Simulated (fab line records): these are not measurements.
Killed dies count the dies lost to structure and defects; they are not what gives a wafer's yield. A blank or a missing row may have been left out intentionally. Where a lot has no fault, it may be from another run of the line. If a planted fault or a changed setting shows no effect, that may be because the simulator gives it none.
The tool behind it: which one?    flow n5 finfet    Sampling: 8 lots, 24 wafers, 6 of 1938 route steps

== WHAT THE GAUGES SHOWED, per wafer ==
N5_STI_FIN_REVEAL_THK_MEAS_05. Usual: thk nm reads 131.9 nm (standard deviation 1.2).
lot   measured     on             thk nm (nm)        flag
L576  day 2 09:52  film metro-01  132.5 131.8 132.6  
L578  day 2 22:31  film metro-01  131.3 131.4 130.0  
L579  day 3 05:25  film metro-01  133.5 134.5 133.9  
L581  day 3 17:04  film metro-02  133.2 131.2 131.2  
L592  day 6 10:05  film metro-02  133.2 132.6 131.8  
L595  day 7 02:58  film metro-01  129.6 131.0 131.2  
L598  day 7 20:52  film metro-01  132.1 131.4 130.8  
L599  day 8 03:23  film metro-01  131.2 130.8 130.5  

N5_STI_FIN_REVEAL_FIN_H_MEAS_10. Usual: trench depth nm reads 51.8 nm (standard deviation 0.57).
lot   measured     on      trench depth nm (nm)  flag
L576  day 2 13:16  ocd-01  52.2 52.9 51.6        
L578  day 3 02:04  ocd-01  52.4 52.1 51.9        
L579  day 3 08:52  ocd-01  42.1 41.9 41.9        OFF
L581  day 3 20:25  ocd-02  52.2 51.7 52.0        
L592  day 6 13:20  ocd-01  51.6 51.4 51.4        
L595  day 7 06:13  ocd-01  51.5 52.4 52.9        
L598  day 8 00:09  ocd-01  53.0 52.7 52.6        
L599  day 8 06:41  ocd-01  51.0 50.9 51.4        

N5_BEOL_M4_RC_MEAS_101. Usual: CJ_N 4.34, standard deviation 0.095; DIBL_N 36.9 mV/V, standard deviation 1.7; DIBL_P 36.7 mV/V, standard deviation 2.1; EOT_N 10.54, standard deviation 0.095; IGATE_N 0.0123 nA/um, standard deviation 0.0018; IOFF_N 0.17 nA/um, standard deviation 0.032; IOFF_N_85C 3.3 nA/um, standard deviation 0.52; IOFF_N_LIN 0.077 nA/um, standard deviation 0.012; IOFF_N_LONG 5.63e-05 nA/um, standard deviation 2.6e-06; IOFF_P 0.22 nA/um, standard deviation 0.036; IOFF_P_85C 3.8 nA/um, standard deviation 0.52; IOFF_P_LIN 0.102 nA/um, standard deviation 0.013; ION_N 674 uA/um, standard deviation 12; ION_P 461 uA/um, standard deviation 7; RC_DENSE_N 19.1 ohm.um, standard deviation 0.49; RC_N 15.6 ohm.um, standard deviation 0.4; REXT_N 75.2 ohm.um, standard deviation 1.5; REXT_P 101.1 ohm.um, standard deviation 2.4; RS_SD_N 28.4 ohm/sq, standard deviation 0.47; SS_N 71.7 mV/dec, standard deviation 0.6; SS_P 73.4 mV/dec, standard deviation 0.67; VT_N 249 mV, standard deviation 3.1; VT_N_LONG 274.5 mV, standard deviation 1.9; VT_N_LVT 98 mV, standard deviation 3.1; VT_P -250 mV, standard deviation 3.2.
lot   measured      on         CJ_N            DIBL_N (mV/V)   DIBL_P (mV/V)   EOT_N              IGATE_N (nA/um)       IOFF_N (nA/um)  IOFF_N_85C (nA/um)  IOFF_N_LIN (nA/um)  IOFF_N_LONG (nA/um)         IOFF_P (nA/um)     IOFF_P_85C (nA/um)  IOFF_P_LIN (nA/um)  ION_N (uA/um)  ION_P (uA/um)  RC_DENSE_N (ohm.um)  RC_N (ohm.um)   REXT_N (ohm.um)  REXT_P (ohm.um)    RS_SD_N (ohm/sq)  SS_N (mV/dec)   SS_P (mV/dec)      VT_N (mV)    VT_N_LONG (mV)     VT_N_LVT (mV)  VT_P (mV)       flag
L576  day 8 01:31   prober-01  4.43 4.30 4.40  35.5 36.4 35.7  35.5 36.6 34.9  10.72 10.52 10.54  0.0094 0.0120 0.0129  0.14 0.15 0.14  2.7 2.9 2.8         0.063 0.069 0.067   5.69e-05 5.62e-05 5.69e-05  0.18 0.20 0.18     3.3 3.6 3.4         0.089 0.097 0.092   657 674 666    448 464 456    18.9 19.2 19.4       15.4 15.6 15.8  74.2 75.1 74.3   100.9 100.2 101.3  28.0 28.1 28.4    71.7 71.3 70.9  72.8 73.2 73.1     253 254 250  273.1 275.0 275.0  100 97 98      -254 -251 -251  
L578  day 8 18:03   prober-02  4.29 4.22 4.46  35.1 37.2 37.5  33.9 36.8 35.1  10.47 10.42 10.47  0.0142 0.0170 0.0149  0.13 0.17 0.17  2.6 3.2 3.3         0.063 0.078 0.077   5.4e-05 5.3e-05 5.49e-05    0.15 0.19 0.16     2.8 3.3 3.0         0.077 0.087 0.080   653 682 677    449 455 451    18.6 19.1 18.1       15.0 15.7 14.8  74.3 74.9 72.8   101.9 102.1 102.2  27.7 27.8 28.0    70.7 71.6 71.5  73.5 73.1 73.5     251 251 248  273.7 272.4 274.9  102 97 98      -257 -255 -256  
L579  day 8 14:13   prober-02  4.16 - -        104.2 - -       90.9 99.3 90.0  10.59 - -          0.0083 - -            18.57 - -       166.4 - -           0.297 - -           4.8e-05 - -                 22.56 31.96 21.89  187.3 249.4 182.6   0.501 0.628 0.501   574 - -        397 398 391    19.2 - -             15.8 - -        83.8 - -         109.8 110.7 110.2  28.3 - -          150.4 - -       147.4 152.2 144.9  254 - -      278.9 - -          102 - -        -249 -249 -247  OFF
L581  day 9 05:38   prober-02  4.23 4.39 4.25  38.0 35.7 37.3  40.4 36.3 39.3  10.30 10.49 10.70  0.0137 0.0129 0.0092  0.20 0.16 0.18  3.8 3.1 3.5         0.091 0.072 0.082   5.37e-05 5.52e-05 5.45e-05  0.27 0.20 0.26     4.5 3.5 4.3         0.116 0.094 0.112   687 670 671    469 464 463    18.0 18.4 18.9       14.7 15.2 15.7  78.3 77.1 78.3   97.7 98.4 97.8     27.4 27.3 27.4    72.1 71.7 72.3  73.6 72.8 73.7     244 248 248  276.0 276.2 276.6  97 99 98       -246 -251 -248  
L592  day 11 13:01  prober-01  4.20 4.35 4.22  36.7 37.6 36.9  36.8 36.9 36.5  10.54 10.55 10.57  0.0133 0.0109 0.0136  0.14 0.18 0.15  2.7 3.3 2.8         0.066 0.077 0.068   5.52e-05 5.79e-05 5.69e-05  0.19 0.19 0.18     3.4 3.4 3.2         0.089 0.090 0.086   664 671 660    454 455 456    18.9 19.6 18.9       15.3 15.9 15.7  74.8 73.3 74.3   96.2 97.8 97.2     28.9 28.7 29.2    71.6 72.4 71.9  73.0 72.8 72.7     251 248 252  277.2 272.8 273.5  102 97 100     -253 -251 -252  
L595  day 12 21:56  prober-01  4.28 4.31 4.41  37.1 36.4 38.0  37.7 35.5 38.3  10.49 10.48 10.58  0.0112 0.0127 0.0120  0.17 0.15 0.21  3.4 3.0 3.9         0.082 0.072 0.095   6.09e-05 6.13e-05 6.13e-05  0.27 0.22 0.28     4.5 3.8 4.6         0.125 0.107 0.129   679 668 702    465 461 472    19.5 19.4 18.3       16.0 15.7 14.8  78.4 77.1 75.8   105.8 106.7 104.9  28.5 28.7 28.6    72.8 71.0 73.2  73.5 73.3 74.1     248 252 244  269.1 273.6 273.7  97 101 94      -245 -245 -245  
L598  day 13 07:12  prober-02  4.31 4.29 4.29  37.5 38.9 35.0  38.7 40.3 35.1  10.42 10.58 10.44  0.0146 0.0128 0.0133  0.20 0.23 0.14  3.7 4.2 2.8         0.091 0.099 0.068   5.85e-05 5.82e-05 5.92e-05  0.28 0.30 0.22     4.6 4.9 3.7         0.128 0.134 0.107   681 696 660    473 471 468    19.2 18.6 19.8       15.7 15.1 16.1  75.5 75.2 75.7   102.8 103.8 103.7  28.7 28.8 28.5    72.4 72.0 71.2  74.4 74.2 73.2     244 245 251  272.9 275.7 274.6  95 95 100      -247 -243 -249  
L599  day 14 00:20  prober-01  4.28 4.27 4.38  39.1 37.7 39.5  38.5 37.1 39.5  10.56 10.72 10.56  0.0101 0.0099 0.0098  0.18 0.16 0.19  3.4 3.1 3.7         0.080 0.073 0.085   5.3e-05 5.24e-05 5.14e-05   0.23 0.22 0.26     4.1 3.9 4.6         0.107 0.104 0.120   663 659 681    460 458 467    18.8 19.2 19.0       15.4 15.8 15.5  74.9 75.9 75.4   105.6 104.9 104.7  28.8 28.6 28.8    71.9 72.1 72.8  74.1 73.7 73.8     251 252 251  275.5 274.0 277.2  98 98 97       -249 -248 -247  

== WHAT TOOL EACH LOT RAN ON (gives the tool, then ch and the chambers of the sampled wafers, and finally the start) ==
lot   N5_STI_FIN_REVEAL_ALD_00          N5_STI_FIN_REVEAL_ETCHBACK_08      N5_STI_FIN_REVEAL_ETCH_34
L576  ald sin-03 ch 1,2,3, day 2 04:29  rie diel-02 ch 0,1,2, day 2 10:08  rie si-01 ch 1,2,3, day 2 12:40
L578  ald sin-04 ch 1,3, day 2 17:07    rie diel-02 ch 0,1, day 2 22:44    rie si-03 ch 0,1,3, day 3 01:16
L579  ald sin-04 ch 0,2,3, day 3 00:02  rie diel-02 ch 0,1,2, day 3 05:40  rie si-04 ch 0,2,3, day 3 08:11
L581  ald sin-03 ch 1,2,3, day 3 11:41  rie diel-04 ch 1,3, day 3 17:27    rie si-04 ch 0,1,3, day 3 19:48
L592  ald sin-03 ch 0,1,3, day 6 04:42  rie diel-05 ch 0,1,2, day 6 10:22  rie si-01 ch 0,1,2, day 6 12:43
L595  ald sin-01 ch 1,2,3, day 6 21:35  rie diel-05 ch 0,2,3, day 7 03:16  rie si-04 ch 0,1,3, day 7 05:36
L598  ald sin-03 ch 0,1,3, day 7 15:29  rie diel-04 ch 1,2,3, day 7 21:11  rie si-03 ch 0,1,2, day 7 23:32
L599  ald sin-04 ch 0,2,3, day 7 21:41  rie diel-02 ch 0,1,2, day 8 03:43  rie si-04 ch 2,3, day 8 06:04
- N5_STI_FIN_REVEAL_ALD_00: deposits SiO2, target thk 1 nm, pulse time 1 s.
- N5_STI_FIN_REVEAL_ETCHBACK_08: etches SiO2 in C4F6/O2, target depth 30.5 nm, time 10.167 s.
- N5_STI_FIN_REVEAL_ETCH_34: etches Si in H2, material Si, target depth 0.97 nm.

== WHAT THE TOOLS THEMSELVES READ (means of the sampled wafers that have a number; where no wafer has one, the mark that the record gives instead) ==
N5_STI_FIN_REVEAL_ALD_00. Usual: heater power w 484 W, standard deviation 45; precursor pulse height rel 0.999, standard deviation 0.019.
lot   tool        heater power w (W)  precursor pulse height rel  flag
L576  ald sin-03  501                 0.999                       
L578  ald sin-04  440                 1.012                       
L579  ald sin-04  444                 1.010                       
L581  ald sin-03  499                 0.998                       
L592  ald sin-03  516                 1.005                       
L595  ald sin-01  523                 1.016                       
L598  ald sin-03  517                 1.006                       
L599  ald sin-04  446                 0.986                       

N5_STI_FIN_REVEAL_ETCHBACK_08. Usual: drypump motor current A 5.5 A, standard deviation 0.38; mfc ar sccm 300.0 sccm, standard deviation 0.94; oes product au 0.77 a.u., standard deviation 0.083; rf vpp V 667 V, standard deviation 9.5; showerhead plenum p Torr 2.84 Torr, standard deviation 0.11; throttle valve pct 21.12 %, standard deviation 0.21.
lot   tool         drypump motor current A (A)  mfc ar sccm (sccm)  oes product au (a.u.)  rf vpp V (V)  showerhead plenum p Torr (Torr)  throttle valve pct (%)  flag
L576  rie diel-02  5.5                          300.5               0.72                   660           2.88                             21.20                   
L578  rie diel-02  5.2                          299.3               0.69                   661           2.87                             21.17                   
L579  rie diel-02  5.5                          300.3               0.71                   659           2.88                             21.21                   
L581  rie diel-04  5.5                          300.3               0.73                   675           2.80                             21.15                   
L592  rie diel-05  5.4                          300.5               0.76                   669           2.85                             21.00                   
L595  rie diel-05  5.5                          299.5               0.83                   667           2.94                             20.90                   
L598  rie diel-04  5.2                          299.6               0.76                   672           2.81                             21.19                   
L599  rie diel-02  5.5                          300.3               0.77                   659           2.86                             21.15                   

N5_STI_FIN_REVEAL_ETCH_34. Usual: drypump motor current A 6.0 A, standard deviation 0.4; oes product au 1.003 a.u., standard deviation 0.02; throttle valve pct 26.0 %, standard deviation 0.59.
lot   tool       drypump motor current A (A)  oes product au (a.u.)  throttle valve pct (%)  flag
L576  rie si-01  6.0                          1.006                  25.7                    
L578  rie si-03  6.0                          1.004                  25.9                    
L579  rie si-04  5.8                          0.987                  25.8                    
L581  rie si-04  6.0                          1.008                  26.3                    
L592  rie si-01  5.8                          1.002                  26.1                    
L595  rie si-04  6.0                          1.006                  26.3                    
L598  rie si-03  6.2                          1.001                  25.9                    
L599  rie si-04  6.0                          0.993                  25.8                    

== THE ANSWER, worked out from the rows above alone ==
Rule: a lot is off if the mean of its wafers that have a number lies more than 3 standard deviations from the usual mean. A lot without any number at a reading at which 4 lots or more have one is off too. All remaining lots with rows at the step are treated as sound. The gauges are gone through in route order, then the tools' own readings, and for those a lot's mean is taken as printed above. The first step at which some lot is off is used, and at that step the reading that is off furthest; a lot without a number counts as furthest.
Off: L579 (N5_STI_FIN_REVEAL_FIN_H_MEAS_10, trench depth nm).
A tool fits if, at a process step before that reading, it ran every lot that is off, and no sound lot after the first of them. Not tried: the gauges at N5_STI_FIN_REVEAL_FIN_H_MEAS_10; whatever is off there is also off at N5_BEOL_M4_RC_MEAS_101, on other tools, and gauge error can't account for it. None of those tried fits.

== WHAT WAS PUT IN BY THE SIMULATOR ==
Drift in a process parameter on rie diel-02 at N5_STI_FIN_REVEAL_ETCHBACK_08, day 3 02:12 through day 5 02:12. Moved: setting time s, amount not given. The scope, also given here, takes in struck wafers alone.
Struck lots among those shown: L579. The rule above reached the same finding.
